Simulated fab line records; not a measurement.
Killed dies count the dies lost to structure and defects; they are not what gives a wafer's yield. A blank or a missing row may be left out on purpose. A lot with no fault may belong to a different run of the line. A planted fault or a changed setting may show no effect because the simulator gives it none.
fab line records -- flow nand-harc
record: lots: 6, wafers: 18, last-day: 23
route steps=1159 shown P_M1@311 P_M2@318 END@1159
lots that met no fault: from a run of the same line without faults
start-h: the number of hours between the record's first day and the start of the first shown wafer of the lot -- wait-h: hours since the lot's step before -- " the same as in the row above -- L1.1+2: a row that stands for several wafers -- - no value present, or no start provided -- * or withheld: withheld -- < > ~ a bound
route shown NAME@n: names a module that has steps shown in the file, with the first one's number in the route -- usual: mean and standard deviation over wafers with no fault -- same: alike in all rows -- chamber/n: place in a boat -- sites: the reading at each site -- _std_site: the standard deviation of these -- _edge_site: mean of outer sites minus mean of inner sites -- radius-mm: how far each site lies from the wafer's centre -- mask NAME#n: copy n -- behind: the most recent tool/chamber to have shaped the wafer -- hold: why the lot went on hold/how many hours it stayed there/how the hold came to an end -- device: the transistor (n, p or np) that didn't switch -- end of line: the route-end tests of the same wafers -- for a step that has no rows: nothing shown but its recipe -- killed: count of dies lost to structure and defects at first sort (not the wafer's yield) -- map: the dies of a wafer, with x for killed, . for not killed, _ for no die there
set.NAME: the setting the step ran with; set.NAME@STEP: the setting that earlier step ran with -- model.NAME: the simulator's own value behind a step, which no gauge read
certain route steps with their lots: each step a table, each wafer a row
services: from which hour (start-h, from the record's first day; less than 0 if before it) a tool's chamber was out of use, for how many hours, and why
== steps ==
step: NHARC_P_M1_CMP_23
recipe: t-overpolish-s: 20, target-thk-nm: 157.82
usual: edge-zone-pressure-frac: 1.001/0.0047, motor-current-A: 12.1/0.86, time-to-endpoint-s: 28.2/2.3
lot.wafer,tool,chamber,start-h,wait-h,edge-zone-pressure-frac,motor-current-A,time-to-endpoint-s
L296.1,cmp-04,2,133.75,-,0.993,11.3,25.6
L296.4,cmp-04,3,133.75,-,1.001,12.0,26.5
L296.6,cmp-04,2,133.75,-,1.000,11.1,26.0
L299.1,cmp-04,2,140.60,-,0.995,12.0,27.0
L299.6,cmp-04,2,140.60,-,1.003,10.9,24.7
L299.5,cmp-04,3,140.60,-,1.004,12.1,26.4
L308.2,cmp-04,2,218.32,-,1.002,11.1,26.8
L308.4,cmp-04,3,218.32,-,1.001,12.5,27.1
L308.1,cmp-04,1,218.32,-,1.000,12.8,29.4
L312.4,cmp-02,2,219.52,-,0.996,10.9,26.1
L312.3,cmp-02,3,219.52,-,1.016,12.0,25.3
L312.2,cmp-02,0,219.52,-,1.002,14.0,28.4
L311.4,cmp-02,0,220.55,-,1.002,13.3,26.7
L311.5,cmp-02,1,220.55,-,1.004,11.5,25.3
L311.6,cmp-02,2,220.55,-,1.002,10.6,25.1
L313.1,cmp-01,3,228.20,-,1.002,11.8,27.6
L313.3,cmp-01,0,228.20,-,1.002,12.0,28.5
L313.4,cmp-01,1,228.20,-,1.001,12.0,29.5
step: NHARC_P_M1_THK_MEAS_24
recipe: thk-meas-gauge: xrf
usual: thk-nm: 157.6/1.6
lot.wafer,tool,chamber,start-h,wait-h,thk-nm
L296.1,film-metro-02,-,134.07,-,155.7
L296.4,film-metro-02,-,134.07,-,156.5
L296.6,film-metro-02,-,134.07,-,156.1
L299.1,film-metro-02,-,140.92,-,155.3
L299.5,film-metro-02,-,140.92,-,155.1
L299.6,film-metro-02,-,140.92,-,155.8
L308.1,film-metro-02,-,218.64,-,157.5
L308.2,film-metro-02,-,218.64,-,159.0
L308.4,film-metro-02,-,218.64,-,158.7
L312.2,film-metro-02,-,219.81,-,159.5
L312.3,film-metro-02,-,219.81,-,158.4
L312.4,film-metro-02,-,219.81,-,158.4
L311.4,film-metro-02,-,220.78,-,155.8
L311.5,film-metro-02,-,220.78,-,156.1
L311.6,film-metro-02,-,220.78,-,158.0
L313.1,film-metro-02,-,228.48,-,160.0
L313.3,film-metro-02,-,228.48,-,157.7
L313.4,film-metro-02,-,228.48,-,158.0
step: NHARC_P_M1_SRD_25
step: NHARC_P_M1_INSPECT_27
usual: raw-defect-count: 307/120
lot.wafer,tool,chamber,start-h,wait-h,raw-defect-count
L296.1,defect-inspect-01,-,134.23,0.0,230
L296.4,defect-inspect-01,-,134.23,0.0,342
L296.6,defect-inspect-01,-,134.23,0.0,382
L299.1,defect-inspect-01,-,141.08,0.0,271
L299.5,defect-inspect-01,-,141.08,0.0,307
L299.6,defect-inspect-01,-,141.08,0.0,176
L308.1,defect-inspect-02,-,218.80,0.0,321
L308.2,defect-inspect-02,-,218.80,0.0,354
L308.4,defect-inspect-02,-,218.80,0.0,233
L312.2,defect-inspect-02,-,219.98,0.0,296
L312.3,defect-inspect-02,-,219.98,0.0,247
L312.4,defect-inspect-02,-,219.98,0.0,201
L311.4,defect-inspect-01,-,220.94,0.0,425
L311.5,defect-inspect-01,-,220.94,0.0,236
L311.6,defect-inspect-01,-,220.94,0.0,246
L313.1,defect-inspect-02,-,228.65,0.0,384
L313.3,defect-inspect-02,-,228.65,0.0,297
L313.4,defect-inspect-02,-,228.65,0.0,396
step: NHARC_P_M1_PRE_CLEAN_32
recipe: time-s: 12, temp-c: 370, rf-power-w: 300, gas: NH3
usual: heater-power-outer-w: 403/63, heater-power-w: 662/78
lot.wafer,tool,chamber,start-h,wait-h,heater-power-outer-w,heater-power-w
L296.1,pecvd-03,0,134.31,0.1,427,680
L296.6,pecvd-03,0,134.31,0.1,434,658
L296.4,pecvd-03,1,134.31,0.1,457,759
L299.1,pecvd-02,2,141.18,0.1,376,617
L299.5,pecvd-02,2,141.18,0.1,377,605
L299.6,pecvd-02,0,141.18,0.1,459,723
L308.2,pecvd-02,2,218.87,0.1,403,630
L308.1,pecvd-02,0,218.87,0.1,459,703
L308.4,pecvd-02,0,218.87,0.1,458,687
L312.3,pecvd-02,1,220.06,0.1,503,788
L312.2,pecvd-02,2,220.06,0.1,394,633
L312.4,pecvd-02,0,220.06,0.1,471,735
L311.5,pecvd-03,1,221.04,0.1,490,790
L311.6,pecvd-03,2,221.04,0.1,338,617
L311.4,pecvd-03,0,221.04,0.1,372,585
L313.3,pecvd-02,0,228.84,0.2,486,733
L313.1,pecvd-02,1,228.84,0.2,480,753
L313.4,pecvd-02,1,228.84,0.2,467,755
step: NHARC_P_M1_DEP_33
recipe: target-thk-a: 300, temp-c: 370, target-thk-nm: 30, pressure-torr: 3, flow-sccm: 200, rf-w: 450, material: SiCN
usual: heater-power-outer-w: 363/60, heater-power-w: 610/75
lot.wafer,tool,chamber,start-h,wait-h,heater-power-outer-w,heater-power-w
L296.1,pecvd-03,0,134.42,0.1,401,620
L296.6,pecvd-03,0,134.42,0.1,398,645
L296.4,pecvd-03,1,134.42,0.1,457,751
L299.1,pecvd-02,2,141.29,0.1,369,622
L299.5,pecvd-02,2,141.29,0.1,378,609
L299.6,pecvd-02,0,141.29,0.1,439,688
L308.2,pecvd-02,2,218.95,0.1,312,528
L308.1,pecvd-02,0,218.95,0.1,406,644
L308.4,pecvd-02,0,218.95,0.1,408,628
L312.3,pecvd-02,1,220.17,0.1,446,726
L312.2,pecvd-02,2,220.17,0.1,339,574
L312.4,pecvd-02,0,220.17,0.1,356,566
L311.5,pecvd-03,1,221.21,0.2,442,744
L311.6,pecvd-03,2,221.21,0.2,283,550
L311.4,pecvd-03,0,221.21,0.2,370,595
L313.3,pecvd-02,0,228.95,0.1,410,653
L313.1,pecvd-02,1,228.95,0.1,395,650
L313.4,pecvd-02,1,228.95,0.1,381,628
step: NHARC_P_M2_DEP_00
recipe: target-thk-a: 1825, target-thk-nm: 182.5, temp-c: withheld, pressure-torr: 5, flow-sccm: 200, rf-w: 600, material: SiOC
step: NHARC_P_M2_DEHYDRATE_01
recipe: temp-c: 150, time-s: 120
step: NHARC_P_M2_HMDS_02
recipe: time-s: 30
step: NHARC_P_M2_COAT_34
recipe: temp-c: 200, time-s: 65
step: NHARC_P_M2_COAT_03
recipe: spin-rpm: 1500, resist-thk-nm: 90
step: NHARC_P_M2_SOFTBAKE_04
recipe: temp-c: 105, time-s: 55
usual: heater-power-total-W: 188.45/0.14, plate-temp-C: 104.96/0.13
lot.wafer,tool,chamber,start-h,wait-h,heater-power-total-W,plate-temp-C
L296.1,litho-track-06,0,135,-,188.48,104.95
L296.4,litho-track-06,0,135,-,188.35,104.98
L296.6,litho-track-06,0,135,-,188.36,105.02
L299.1,litho-track-06,0,142,-,188.45,104.85
L299.5,litho-track-06,0,142,-,188.34,104.67
L299.6,litho-track-06,0,142,-,188.40,104.83
L308.1,litho-track-01,0,219,-,202.60,111.04
L308.2,litho-track-01,0,219,-,202.74,110.85
L308.4,litho-track-01,0,219,-,202.56,110.71
L312.2,litho-track-06,0,220,-,188.28,104.94
L312.3,litho-track-06,0,220,-,188.28,104.86
L312.4,litho-track-06,0,220,-,188.33,104.93
L311.4,litho-track-01,0,221,-,202.66,110.64
L311.5,litho-track-01,0,221,-,202.73,110.93
L311.6,litho-track-01,0,221,-,202.67,110.79
L313.1,litho-track-06,0,229,-,188.29,104.96
L313.3,litho-track-06,0,229,-,188.56,105.05
L313.4,litho-track-06,0,229,-,188.44,105.16
step: NHARC_P_M2_EBR_05
step: NHARC_END_SORT_01
recipe: temp-c: 25
usual: defect-limited-yield: 95.0/1.7, killed-at-array: 29/12, killed-at-other: 0.7/1, killed-at-periphery: 4/3.2, killed-dies: 34/12, killed-open: 3.4/2, killed-short: 1.8/1.3, sort_bin_2_pct: 1.6/0.7, sort_bin_3_pct: 0.26/0.23, sort_bin_4_pct: 3.1/1.1, sort-n-pass: 643/12, sort-rim-yield-pct: 96.4/2.6, sort-yield-pct: 95.0/1.7
same: gross-dies: 677, sort_bin_5_pct[%]: 0, sort_bin_6_pct[%]: 0, sort_bin_7_pct[%]: 0, sort_bin_8_pct[%]: 0, sort-rim-n-gross: 106.00
lot.wafer,tool,chamber,start-h,wait-h,defect-limited-yield[%],killed-at-array,killed-at-other,killed-at-periphery,killed-dies,killed-open,killed-short,sort_bin_2_pct[%],sort_bin_3_pct[%],sort_bin_4_pct[%],sort-n-pass,sort-rim-yield-pct[%],sort-yield-pct[%]
L299.1,prober-01,0,455.61,2.5,94.7,21,1,14,36,3,3,2.2,0.30,2.8,641,98.1,94.7
L299.5,prober-01,0,458.80,3.7,96.3,15,0,10,25,0,1,1.6,0.30,1.8,652,98.1,96.3
L299.6,prober-01,0,459.60,4.0,96.3,13,0,12,25,4,1,1.2,0.15,2.4,652,97.2,96.3
L308.1,prober-01,0,530.10,2.5,97.9,14,0,0,14,0,1,0.4,0.15,1.5,663,98.1,97.9
L308.2,prober-01,0,530.91,2.8,97.5,16,0,1,17,1,0,0.4,0.15,1.9,660,99.1,97.5
L308.4,prober-01,0,532.52,3.4,97.6,14,1,1,16,2,3,0.7,0.15,1.5,661,98.1,97.6
L313.1,prober-01,0,544.53,2.5,93.1,38,1,8,47,7,2,2.5,0.30,4.1,630,94.3,93.1
L313.3,prober-01,0,546.12,3.1,93.4,40,0,5,45,2,1,1.5,0.44,4.7,632,99.1,93.4
L313.4,prober-01,0,546.92,3.4,93.6,38,0,5,43,3,2,1.2,0.15,5.0,634,99.1,93.6
L311.4,prober-02,0,546.94,3.4,94.4,29,6,3,38,5,4,1.9,0.15,3.5,639,97.2,94.4
L311.5,prober-02,0,547.75,3.7,93.5,43,0,1,44,2,3,1.6,1.33,3.5,633,97.2,93.5
L311.6,prober-02,0,548.55,4.0,94.4,34,1,3,38,5,3,1.8,0.74,3.1,639,91.5,94.4
killed by level:class
L299.1 A_SLIT:chamber-film-flake=9 P_STI:chamber-film-flake=7 P_ZERO_WELL:chamber-film-flake=3 A_CHANNEL_HOLE_D1:chamber-film-flake=3 P_M1:chamber-film-flake=2 A_STAIRCASE:chamber-film-flake=2 P_CONTACT:geometric-particle:open=1 A_SGD_CUT:geometric-particle:short=1
L299.5 A_SLIT:chamber-film-flake=8 P_STI:chamber-film-flake=6 A_CHANNEL_HOLE_D1:chamber-film-flake=5 P_BONDPAD:chamber-film-flake=2 A_CHANNEL_FILL_D1:geometric-particle:short=1 P_GATE:chamber-film-flake=1 P_M1:chamber-film-flake=1 A_CHANNEL_FILL_D1:chamber-film-flake=1
L299.6 P_BONDPAD:chamber-film-flake=6 A_SLIT:chamber-film-flake=6 P_STI:chamber-film-flake=4 A_CHANNEL_HOLE_D1:chamber-film-flake=2 P_GATE:geometric-particle:open=1 A_ONON_D1:geometric-particle:open=1 A_CHANNEL_FILL_D1:geometric-particle:open=1 A_SGD_CUT:geometric-particle:open=1
L308.1 A_STAIRCASE:chamber-film-flake=7 A_CHANNEL_HOLE_D1:chamber-film-flake=4 A_WL_FILL:geometric-particle:short=1 A_CHANNEL_FILL_D1:chamber-film-flake=1 A_CONTACT:chamber-film-flake=1
L308.2 A_CHANNEL_HOLE_D1:chamber-film-flake=5 A_CONTACT:chamber-film-flake=5 A_STAIRCASE:chamber-film-flake=4 P_M0:geometric-particle:open=1 A_ZERO_WELL:chamber-film-flake=1 A_WL_FILL:chamber-film-flake=1
L308.4 A_CHANNEL_HOLE_D1:chamber-film-flake=4 A_CONTACT:chamber-film-flake=3 A_STAIRCASE:chamber-film-flake=2 A_WL_FILL:chamber-film-flake=2 P_STI:geometric-particle:open=1 A_CHANNEL_HOLE_D1:geometric-particle:open=1 A_CHANNEL_FILL_D1:geometric-particle:short=1 A_WL_FILL:geometric-particle:short=1
L313.1 A_SLIT:chamber-film-flake=15 A_CHANNEL_HOLE_D1:chamber-film-flake=12 P_GATE:chamber-film-flake=3 A_CONTACT:geometric-particle:open=2 A_M0:geometric-particle:open=2 P_M1:chamber-film-flake=2 A_STAIRCASE:chamber-film-flake=2 A_CONTACT:chamber-film-flake=2
L313.3 A_SLIT:chamber-film-flake=17 A_CHANNEL_HOLE_D1:chamber-film-flake=12 A_CONTACT:chamber-film-flake=6 P_M1:chamber-film-flake=4 A_STAIRCASE:chamber-film-flake=2 A_WL_FILL:geometric-particle:short=1 A_WL_FILL:geometric-particle:open=1 A_CONTACT:geometric-particle:open=1
L313.4 A_SLIT:chamber-film-flake=15 A_CHANNEL_HOLE_D1:chamber-film-flake=12 P_CONTACT:chamber-film-flake=3 A_STAIRCASE:chamber-film-flake=3 A_CONTACT:chamber-film-flake=3 P_GATE:geometric-particle:open=1 A_CHANNEL_FILL_D1:geometric-particle:open=1 A_CONTACT:geometric-particle:short=1
L311.4 A_CHANNEL_HOLE_D1:chamber-film-flake=8 A_STAIRCASE:chamber-film-flake=6 A_CONTACT:chamber-film-flake=6 THIN_TSV:chamber-film-flake=4 A_CONTACT:geometric-particle:open=3 P_STI:chamber-film-flake=3 A_CHANNEL_HOLE_D1:geometric-particle:open=1 A_CHANNEL_FILL_D1:geometric-particle:short=1
L311.5 A_CHANNEL_HOLE_D1:chamber-film-flake=23 A_STAIRCASE:chamber-film-flake=8 A_CONTACT:chamber-film-flake=5 A_SLIT:chamber-film-flake=2 P_M2:geometric-particle:short=1 A_SOURCE_PLATE:geometric-particle:open=1 A_CHANNEL_HOLE_D1:geometric-particle:short=1 A_WL_FILL:geometric-particle:short=1
L311.6 A_CONTACT:chamber-film-flake=14 A_CHANNEL_HOLE_D1:chamber-film-flake=10 A_STAIRCASE:chamber-film-flake=6 P_GATE:geometric-particle:short=2 P_M0:geometric-particle:open=1 A_SOURCE_PLATE:geometric-particle:open=1 A_ONON_D1:geometric-particle:open=1 A_BLC:geometric-particle:short=1
== services ==
tool,chamber,start-h,hours,kind
pecvd-03,-,111.22,13.0,pm
pecvd-03,0,111.22,13.0,vent-cycle
pecvd-03,1,111.22,13.0,vent-cycle
pecvd-03,2,111.22,13.0,vent-cycle
litho-track-06,-,117.00,7.0,pm
cmp-04,-,117.43,1.5,repair
pecvd-03,0,124.22,-,clean
pecvd-03,1,124.22,-,clean
cmp-02,-,128.50,4.0,pm
cmp-02,-,141.51,1.2,repair
pecvd-02,-,153.24,13.0,pm
pecvd-02,0,153.24,13.0,vent-cycle
pecvd-02,1,153.24,13.0,vent-cycle
pecvd-02,2,153.24,13.0,vent-cycle
pecvd-02,0,166.24,-,clean
pecvd-02,1,166.24,-,clean
pecvd-02,2,166.24,-,clean
cmp-01,-,174.42,1.2,repair
cmp-01,-,179.59,4.0,pm
cmp-04,-,184.05,1.0,repair
cmp-04,-,191.40,0.4,repair
cmp-04,-,203.81,4.0,pm
cmp-04,-,222.94,1.9,repair
cmp-02,-,226.50,4.0,pm
== key ==
first-sign: step: NHARC_P_M2_SOFTBAKE_04, reading: heater-power-total-W, direction: up, sigmas: 99+, usual: *, struck: *
effect: step: NHARC_P_M2_SOFTBAKE_04, reading: plate-temp-C, direction: up, sigmas: 46, usual: *, struck: *
met-at NHARC_P_M2_SOFTBAKE_04
struck-wafers L308.1,L308.2,L308.4,L311.4,L311.5,L311.6
fault: kind: process-parameter-drift, tool: litho-track-01, chamber: -, onset-h: 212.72, steps: NHARC_P_M2_SOFTBAKE_04, channel: temp-c, offset: *, shape: step, end-h: 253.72, acts-in: *, stated: *
